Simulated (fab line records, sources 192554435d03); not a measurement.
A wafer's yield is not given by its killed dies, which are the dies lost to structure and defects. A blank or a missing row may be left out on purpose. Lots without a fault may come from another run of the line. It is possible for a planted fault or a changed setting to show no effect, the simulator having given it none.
fab line records	flow n5-finfet
[record] lots = 11	wafers = 33	last-day = 18
route steps=1938 shown BEOL_M14@1772 BEOL_M15@1773 PASSIVATION@1936
lots that met no fault: from a run of the same line without faults
start-h: hours from the record's first day to the start of the lot's first wafer shown	wait-h: hours elapsed since this lot's preceding step	" the same as in the row above	L1.1+2: a single row standing in for several wafers	- no value, or no start given	* or withheld: withheld	< > ~ a bound
route shown NAME@n: NAME is a module with steps in the file, n the number in the route of the first one	usual: mean and standard deviation over wafers with no fault	same: alike in all rows	chamber/n: place in a boat	sites: the reading at each site	_std_site: the standard deviation of these	_edge_site: the outer-site mean with the inner-site mean subtracted	radius-mm: how far each site lies from the wafer's centre	mask NAME#n: copy n	behind: the tool/chamber that last shaped the wafer	hold: the reason the lot was held/the length of the hold in hours/how it ended	device: transistor that didn't switch, given as n, p or np	end of line: the same wafers' tests at the end of the route	a step given without rows: its recipe and nothing more	killed: not the wafer's yield, but the dies lost to structure and defects at the first sort	map: shows each die of a wafer: x if killed, . if not, _ if none is there
set.NAME: setting as actually run; set.NAME@STEP: the setting as run at that earlier step	model.NAME: the simulator's own value behind a step, which no gauge read
the route's steps for a sample of lots (tables are steps, rows are wafers)
services: the hour from which a tool's chamber was out of use, counted from the record's first day as start-h (under 0 if before that day), plus the number of hours and why
[[steps]]
[step N5_BEOL_M14_INSPECT_55]
[recipe] inspect-instrument = darkfield	mode = post-dep
[usual] raw-defect-count = 69/28
lot.wafer	tool	chamber	start-h	wait-h	raw-defect-count
L698.4	defect-inspect-01	-	252.01	0.0	34
L698.5	"	-	"	"	35
L698.6	"	-	"	"	36
L699.1	defect-inspect-01	-	253.53	0.0	47
L699.3	"	-	"	"	45
L699.6	"	-	"	"	67
L702.3	defect-inspect-02	-	269.37	0.0	51
L702.4	"	-	"	"	56
L702.5	"	-	"	"	52
L706.1	defect-inspect-01	-	293.44	0.0	33
L706.4	"	-	"	"	50
L706.5	"	-	"	"	51
L707.1	defect-inspect-02	-	294.28	0.0	60
L707.3	"	-	"	"	23
L707.4	"	-	"	"	57
L708.1	defect-inspect-02	-	302.64	0.0	30
L708.3	"	-	"	"	42
L708.6	"	-	"	"	56
L709.1	defect-inspect-02	-	306.03	0.0	88
L709.4	"	-	"	"	79
L709.5	"	-	"	"	60
L713.2	defect-inspect-02	-	326.09	0.0	63
L713.3	"	-	"	"	72
L713.4	"	-	"	"	58
L711.1	defect-inspect-01	-	330.46	0.0	100
L711.3	"	-	"	"	117
L711.5	"	-	"	"	106
L719.2	defect-inspect-02	-	387.00	0.0	115
L719.3	"	-	"	"	57
L719.6	"	-	"	"	130
L720.3	defect-inspect-01	-	413.50	0.0	58
L720.4	"	-	"	"	62
L720.5	"	-	"	"	73
[step N5_BEOL_M15_ILD_DEP_00]
[recipe] material = SiO2	target-thk-a = 16293	temp-c = 400	precursor = TEOS/O2	pressure-torr = 6.5	rf-w = 900	teos-flow-sccm = 161.4	gas = O2	flow-sccm = 2650	time-s = 346.1
[usual] chamber-pressure-Torr = 6.498/0.014	heater-power-w = 563/100	showerhead-plenum-p-Torr = 8.35/0.04	throttle-valve-pct = 19.0/1.1
lot.wafer	tool	chamber	start-h	wait-h	chamber-pressure-Torr	heater-power-w	showerhead-plenum-p-Torr	throttle-valve-pct
L698.4	pecvd-03	1	252.16	0.1	6.474	557	8.36	20.9
L698.5	"	2	"	"	6.488	573	8.31	17.6
L698.6	"	0	"	"	6.500	451	8.36	18.9
L699.1	pecvd-01	0	253.57	0.0	6.494	494	8.37	18.1
L699.3	"	1	"	"	6.503	716	8.41	19.8
L699.6	"	2	"	"	6.484	688	8.31	17.8
L702.3	pecvd-01	1	269.40	0.0	6.530	732	8.44	20.0
L702.4	"	2	"	"	6.498	526	8.30	18.1
L702.5	"	0	"	"	6.500	565	8.36	18.1
L706.1	pecvd-02	2	293.48	0.0	6.505	532	8.32	17.9
L706.4	"	0	"	"	6.483	599	8.39	19.5
L706.5	"	2	"	"	6.492	599	8.33	18.3
L707.1	pecvd-03	2	294.32	0.0	6.503	590	8.32	17.9
L707.3	"	0	"	"	6.477	457	8.35	18.9
L707.4	"	1	"	"	6.508	546	8.37	20.8
L708.1	pecvd-01	0	302.68	0.0	6.486	564	8.35	18.1
L708.3	"	2	"	"	6.499	635	8.29	18.1
L708.6	"	1	"	"	6.517	814	8.42	19.9
L709.1	pecvd-02	2	306.07	0.0	6.509	507	8.35	18.1
L709.4	"	0	"	"	6.513	651	8.38	19.6
L709.5	"	2	"	"	6.513	585	8.33	18.0
L713.2	pecvd-01	2	326.13	0.0	6.473	672	8.29	18.4
L713.3	"	2	"	"	6.476	537	8.29	17.9
L713.4	"	0	"	"	6.474	428	8.36	18.1
L711.1	pecvd-02	0	330.50	0.0	6.483	609	8.39	19.5
L711.3	"	2	"	"	6.475	580	8.36	18.2
L711.5	"	2	"	"	6.470	474	8.33	18.1
L719.2	pecvd-02	0	387.03	0.0	6.489	627	8.41	19.6
L719.3	"	2	"	"	6.500	487	8.34	18.2
L719.6	"	2	"	"	6.476	583	8.34	18.5
L720.3	pecvd-01	0	413.54	0.0	6.480	449	8.34	17.9
L720.4	"	2	"	"	6.477	523	8.31	18.4
L720.5	"	1	"	"	6.496	832	8.44	20.1
[step N5_BEOL_M15_DESCUM_15]
[recipe] chemistry = O2	time-s = 7.9	source-power-w = 50	bias-power-w = 20	pressure-mtorr = 20	rf-frequency-hz = 2.712e+07	temp-c = 40	o2-flow-sccm = 225
[usual] drypump-motor-current-A = 5.6/0.35	oes-product-au = 0.79/0.083	rf-vpp-V = 243.2/1.1	showerhead-plenum-p-Torr = 2.10/0.049	throttle-valve-pct = 20.4/0.31
lot.wafer	tool	chamber	start-h	wait-h	drypump-motor-current-A	oes-product-au	rf-hours-counter-h	rf-vpp-V	showerhead-plenum-p-Torr	throttle-valve-pct
L698.4	rie-diel-02	3	252.69	0.0	5.2	0.80	99	244.9	2.11	20.1
L698.5	"	0	"	"	5.5	0.89	-	243.3	2.13	20.6
L698.6	"	1	"	"	6.1	0.86	-	243.6	2.14	20.9
L699.1	rie-diel-04	3	254.82	0.6	5.3	0.72	188	244.1	2.15	20.3
L699.3	"	2	"	"	6.1	0.71	182	244.7	2.17	20.4
L699.6	"	2	"	"	6.1	0.71	-	244.0	2.17	20.4
L702.3	rie-diel-02	0	270.17	0.0	5.5	0.88	39	244.1	2.13	20.6
L702.4	"	1	"	"	6.1	0.86	71	243.2	2.14	20.9
L702.5	"	0	"	"	5.4	0.89	-	243.2	2.13	20.6
L706.1	rie-diel-04	0	294.24	0.0	6.0	0.69	250	242.2	2.04	20.2
L706.4	"	3	"	"	5.4	0.72	-	244.6	2.14	20.3
L706.5	"	1	"	"	5.8	0.80	-	241.3	2.03	20.4
L707.1	rie-diel-02	0	295.08	0.0	5.4	0.87	46	245.0	2.13	20.6
L707.3	"	1	"	"	6.1	0.85	78	243.5	2.14	21.0
L707.4	"	3	"	"	5.2	0.79	-	242.3	2.10	20.1
L708.1	rie-diel-02	3	303.51	0.1	5.2	0.79	116	244.0	2.10	20.1
L708.3	"	0	"	"	5.5	0.86	49	242.8	2.13	20.6
L708.6	"	0	"	"	5.5	0.87	-	242.8	2.13	20.6
L709.1	rie-diel-04	3	306.71	0.0	5.4	0.72	207	243.0	2.14	20.3
L709.4	"	3	"	"	5.4	0.71	-	245.0	2.14	20.3
L709.5	"	2	"	"	6.0	0.70	-	244.1	2.17	20.4
L713.2	rie-diel-02	1	327.01	0.0	6.1	0.82	88	245.0	2.13	21.0
L713.3	"	3	"	"	5.2	0.78	124	242.1	2.10	20.2
L713.4	"	2	"	"	5.5	0.68	244	243.3	2.05	20.3
L711.1	rie-diel-06	0	331.27	0.0	5.1	0.94	18	244.3	2.13	20.0
L711.3	"	2	"	"	5.9	0.79	99	243.3	2.04	20.6
L711.5	"	1	"	"	5.3	0.73	-	242.6	2.09	20.6
L719.2	rie-diel-02	3	387.68	0.0	5.2	0.75	141	242.9	2.09	20.2
L719.3	"	2	"	"	5.5	0.96	5	242.9	2.05	19.8
L719.6	"	3	"	"	5.2	0.76	-	241.7	2.09	20.2
L720.3	rie-diel-06	0	414.18	0.0	5.1	0.90	36	242.6	2.12	20.0
L720.4	"	2	"	"	6.0	0.78	118	244.6	2.03	20.6
L720.5	"	3	"	"	5.5	0.71	-	240.3	2.00	20.9
[step N5_BEOL_M15_COAT_22]
[recipe] spin-rpm = 1704	resist-thk-nm = 800
[usual] dispense-pressure-kPa = 48/3.2	spin-speed-rpm = 1704.0/1.3
lot.wafer	tool	chamber	start-h	wait-h	dispense-pressure-kPa	spin-speed-rpm
L698.4	litho-track-03	0	253.95	-	54	1702.9
L698.5	"	0	"	"	54	1703.3
L698.6	"	0	"	"	54	1703.9
L699.1	litho-track-02	0	255.97	-	47	1705.5
L699.3	"	0	"	"	47	1704.1
L699.6	"	0	"	"	47	1701.3
L702.3	litho-track-02	0	271.28	-	47	1703.8
L702.4	"	0	"	"	47	1702.9
L702.5	"	0	"	"	47	1704.7
L706.1	litho-track-01	0	295.37	-	46	1703.2
L706.4	"	0	"	"	46	1704.5
L706.5	"	0	"	"	46	1703.2
L707.1	litho-track-03	0	296.23	-	54	1703.7
L707.3	"	0	"	"	54	1703.3
L707.4	"	0	"	"	54	1703.0
L708.1	litho-track-01	0	304.65	-	46	1702.5
L708.3	"	0	"	"	46	1701.9
L708.6	"	0	"	"	46	1703.2
L709.1	litho-track-01	0	308.25	-	46	1703.1
L709.4	"	0	"	"	46	1703.7
L709.5	"	0	"	"	46	1702.3
L713.2	litho-track-02	0	328.12	-	47	1776.7
L713.3	"	0	"	"	47	1774.1
L713.4	"	0	"	"	47	1776.3
L711.1	litho-track-02	0	332.37	-	47	1775.1
L711.3	"	0	"	"	47	1774.6
L711.5	"	0	"	"	47	1775.0
L719.2	litho-track-01	0	388.86	-	46	1705.2
L719.3	"	0	"	"	46	1706.5
L719.6	"	0	"	"	46	1705.1
L720.3	litho-track-02	0	415.32	-	47	1701.6
L720.4	"	0	"	"	47	1704.2
L720.5	"	0	"	"	47	1702.5
[step N5_PASSIVATION_PROBE_49]
[usual] defect-limited-yield = 91.1/1.3	killed_at_M0_to_M3 = 35/11	killed_at_M4_up = 13/5.4	killed-at-contacts = 14/6.5	killed-at-front-end = 41/11	killed-at-other = 4/3.1	killed-dies = 106/15	killed-open = 69/12	killed-short = 35/7	sort_bin_4_leakage = 0.01/0.078	sort_bin_5_function = 5.2/0.86	sort_bin_6_memory = 3.4/0.64	sort-n-pass = 1074/15	sort-yield-pct = 91.0/1.3
[same] gross-dies = 1180	killed-at-back-side = 0	sort_bin_8_speed[%] = 0
lot.wafer	tool	chamber	start-h	wait-h	defect-limited-yield[%]	killed_at_M0_to_M3	killed_at_M4_up	killed-at-contacts	killed-at-front-end	killed-at-other	killed-dies	killed-open	killed-short	sort_bin_4_leakage[%]	sort_bin_5_function[%]	sort_bin_6_memory[%]	sort-n-pass	sort-yield-pct[%]
L698.4	prober-01	-	271.19	0.2	92.5	28	13	11	36	0	88	53	33	0	3.6	3.4	1092	92.5
L698.5	prober-01	-	271.24	0.2	90.2	28	13	10	60	5	116	77	38	0	5.9	3.6	1064	90.2
L698.6	prober-01	-	271.29	0.3	91.8	30	14	14	39	0	97	66	27	0	5.3	2.6	1083	91.8
L702.3	prober-02	-	293.54	0.1	92.5	27	10	8	39	4	88	57	28	0	4.7	2.5	1092	92.5
L702.4	prober-02	-	293.59	0.2	90.9	39	17	18	27	6	107	65	41	0	4.7	3.9	1073	90.9
L702.5	prober-02	-	293.64	0.2	90.2	43	16	10	41	6	116	71	42	0	6.0	3.6	1064	90.2
L707.1	prober-01	-	315.95	0.0	92.7	22	8	17	36	3	86	59	25	0	4.1	3.1	1094	92.7
L707.3	prober-01	-	316.05	0.1	92.1	27	5	12	45	4	93	59	30	0	5.0	2.5	1087	92.1
L707.4	prober-01	-	316.10	0.2	91.4	21	6	15	53	6	101	59	41	0	5.1	3.1	1079	91.4
L713.2	prober-01	-	348.80	0.1	89.2	56	16	20	32	4	128	80	45	0	7.2	3.5	1052	89.2
L713.3	prober-01	-	348.85	0.1	89.2	49	11	23	36	9	128	81	43	0	6.4	4.0	1052	89.2
L713.4	prober-01	-	348.90	0.2	88.8	46	5	21	53	7	132	89	41	0	6.2	4.4	1048	88.8
L711.1	prober-01	-	352.65	0.0	87.6	34	20	19	73	0	146	100	42	0	6.9	4.7	1034	87.6
L711.3	prober-01	-	352.75	0.1	89.7	33	17	13	52	6	121	91	27	0	6.4	3.8	1059	89.7
L711.5	prober-01	-	352.85	0.2	91.9	27	10	16	41	2	96	68	25	0	5.2	2.8	1084	91.9
// killed by level:class
L698.4 STI_FIN_REVEAL:geometric-particle:open=11 MOL_CONTACT_COAG:geometric-particle:open=6 BEOL_M0_SAQP:geometric-particle:short=6 MOL_CONTACT_COAG:geometric-particle:short=5 BEOL_M1:geometric-particle:open=5 BEOL_M2:geometric-particle:open=5 FIN_SAQP:geometric-particle:open=4 BEOL_M3:geometric-particle:open=4
L698.5 FIN_SAQP:geometric-particle:open=16 STI_FIN_REVEAL:geometric-particle:open=15 FIN_SAQP:geometric-particle:short=10 MOL_CONTACT_COAG:geometric-particle:open=7 BEOL_M2:geometric-particle:open=7 BEOL_M0_SAQP:geometric-particle:open=6 DUMMY_GATE:geometric-particle:open=4 BEOL_M0_SAQP:geometric-particle:short=4
L698.6 MOL_CONTACT_COAG:geometric-particle:open=13 STI_FIN_REVEAL:geometric-particle:open=10 BEOL_M3:geometric-particle:open=9 BEOL_M0_SAQP:geometric-particle:short=7 FIN_SAQP:geometric-particle:open=6 DUMMY_GATE:geometric-particle:open=5 ILD0:geometric-particle:open=5 BEOL_M5:geometric-particle:open=5
L702.3 FIN_SAQP:geometric-particle:short=10 STI_FIN_REVEAL:geometric-particle:open=9 FIN_SAQP:geometric-particle:open=8 BEOL_M0_SAQP:geometric-particle:short=7 MOL_CONTACT_COAG:geometric-particle:open=6 BEOL_M0_SAQP:geometric-particle:open=5 BEOL_M2:geometric-particle:open=5 BEOL_M4:geometric-particle:open=5
L702.4 MOL_CONTACT_COAG:geometric-particle:open=14 FIN_SAQP:geometric-particle:short=8 BEOL_M5:geometric-particle:open=8 BEOL_M2:geometric-particle:open=7 BEOL_M0_SAQP:geometric-particle:short=6 BEOL_M3:geometric-particle:short=6 BEOL_M0:geometric-particle:open=5 GATE_CUT:geometric-particle:short=4
L702.5 FIN_SAQP:geometric-particle:open=12 BEOL_M0_SAQP:geometric-particle:short=12 BEOL_M2:geometric-particle:open=10 GATE_CUT:geometric-particle:short=8 BEOL_M0:geometric-particle:open=7 BEOL_M4:geometric-particle:open=7 BEOL_M0_SAQP:geometric-particle:open=6 FIN_SAQP:geometric-particle:short=5
L707.1 FIN_SAQP:geometric-particle:open=15 MOL_CONTACT_COAG:geometric-particle:open=11 BEOL_M0_SAQP:geometric-particle:open=6 MOL_CONTACT_COAG:geometric-particle:short=5 BEOL_M3:geometric-particle:open=5 GATE_CUT:geometric-particle:short=4 BEOL_M0_SAQP:geometric-particle:short=4 BEOL_M4:geometric-particle:open=4
L707.3 STI_FIN_REVEAL:geometric-particle:open=16 MOL_CONTACT_COAG:geometric-particle:open=9 GATE_CUT:geometric-particle:short=5 BEOL_M0_SAQP:geometric-particle:open=5 BEOL_M3:geometric-particle:open=5 FIN_SAQP:geometric-particle:short=4 STI_FIN_REVEAL:geometric-particle:short=4 BEOL_M0_SAQP:geometric-particle:short=4
L707.4 FIN_SAQP:geometric-particle:short=12 MOL_CONTACT_COAG:geometric-particle:open=12 STI_FIN_REVEAL:geometric-particle:open=9 BEOL_M3:geometric-particle:open=7 FIN_SAQP:geometric-particle:open=6 GATE_CUT:geometric-particle:short=4 BEOL_M0_SAQP:geometric-particle:open=4 BEOL_M0_SAQP:geometric-particle:short=4
L713.2 MOL_CONTACT_COAG:geometric-particle:open=14 BEOL_M0_SAQP:geometric-particle:short=12 BEOL_M0_SAQP:geometric-particle:open=12 BEOL_M1:geometric-particle:open=9 STI_FIN_REVEAL:geometric-particle:open=8 FIN_SAQP:geometric-particle:short=7 BEOL_M3:geometric-particle:open=6 BEOL_M4:geometric-particle:open=6
L713.3 MOL_CONTACT_COAG:geometric-particle:open=18 BEOL_M1:geometric-particle:open=18 BEOL_M3:geometric-particle:open=9 STI_FIN_REVEAL:geometric-particle:open=8 BEOL_M0_SAQP:geometric-particle:open=7 STI_FIN_REVEAL:geometric-particle:short=5 MOL_CONTACT_COAG:geometric-particle:short=5 BEOL_M0_SAQP:geometric-particle:short=5
L713.4 MOL_CONTACT_COAG:geometric-particle:open=19 STI_FIN_REVEAL:geometric-particle:open=18 BEOL_M1:geometric-particle:open=14 FIN_SAQP:geometric-particle:open=9 FIN_SAQP:geometric-particle:short=9 BEOL_M0_SAQP:geometric-particle:short=8 BEOL_M0_SAQP:geometric-particle:open=7 BEOL_M1:geometric-particle:short=5
L711.1 FIN_SAQP:geometric-particle:open=25 FIN_SAQP:geometric-particle:short=18 STI_FIN_REVEAL:geometric-particle:open=15 MOL_CONTACT_COAG:geometric-particle:open=15 BEOL_M2:geometric-particle:open=10 BEOL_M0_SAQP:geometric-particle:open=6 BEOL_M4:geometric-particle:open=6 BEOL_M0_SAQP:geometric-particle:short=5
L711.3 STI_FIN_REVEAL:geometric-particle:open=28 MOL_CONTACT_COAG:geometric-particle:open=12 BEOL_M2:geometric-particle:open=12 FIN_SAQP:geometric-particle:open=7 BEOL_M4:geometric-particle:open=6 STI_FIN_REVEAL:geometric-particle:short=4 BEOL_M2:geometric-particle:short=4 BEOL_M7:geometric-particle:open=4
L711.5 MOL_CONTACT_COAG:geometric-particle:open=16 STI_FIN_REVEAL:geometric-particle:open=14 FIN_SAQP:geometric-particle:open=11 BEOL_M2:geometric-particle:open=11 FIN_SAQP:geometric-particle:short=7 BEOL_M0_SAQP:geometric-particle:open=4 BEOL_M4:geometric-particle:short=4 BEOL_M4:geometric-particle:open=4
[[services]]
tool	chamber	start-h	hours	kind
rie-diel-04	0	233.13	1.3	repair
rie-diel-06	3	237.11	10.1	repair
pecvd-03	-	252.74	1.0	repair
rie-diel-02	2	262.89	2.0	repair
rie-diel-02	-	275.04	4.0	pm
rie-diel-02	2	291.71	6.1	repair
rie-diel-06	2	293.86	4.5	repair
rie-diel-06	3	298.24	2.1	repair
pecvd-01	2	307.36	4.2	repair
rie-diel-02	-	352.24	2.8	pm
rie-diel-02	2	356.20	-	clean
rie-diel-02	2	356.20	-	consumable-replace:esc
rie-diel-02	2	356.20	-	consumable-replace:focus-ring
rie-diel-02	2	356.20	18.2	scheduled-down
rie-diel-02	2	356.20	18.2	vent-cycle
pecvd-02	2	356.25	2.6	repair
pecvd-01	1	357.67	2.1	scheduled-down
pecvd-01	1	374.05	3.0	repair
litho-track-02	-	377.18	-	consumable-replace:filter
litho-track-02	-	377.34	-	consumable-replace:filter
rie-diel-06	-	383.85	14.6	pm
pecvd-03	-	385.80	11.6	repair
rie-diel-02	0	386.50	6.3	repair
rie-diel-02	0	414.33	7.5	repair
[[key]]
[first-sign] step = N5_BEOL_M15_COAT_22	reading = spin-speed-rpm	direction = up	sigmas = 56	usual = *	struck = *
effect none on later readings
met-at N5_BEOL_M15_COAT_22
struck-lots L711,L713
not-acting-at N5_BEOL_M14_INSPECT_55,N5_BEOL_M15_ILD_DEP_00,N5_BEOL_M15_DESCUM_15
onset-between 271.28 328.12
[fault] kind = process-parameter-drift	tool = litho-track-02	chamber = -	onset-h = 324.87	steps = N5_BEOL_M15_COAT_22	channel = spin-rpm	offset = *	shape = step	end-h = 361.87	acts-in = *	stated = *
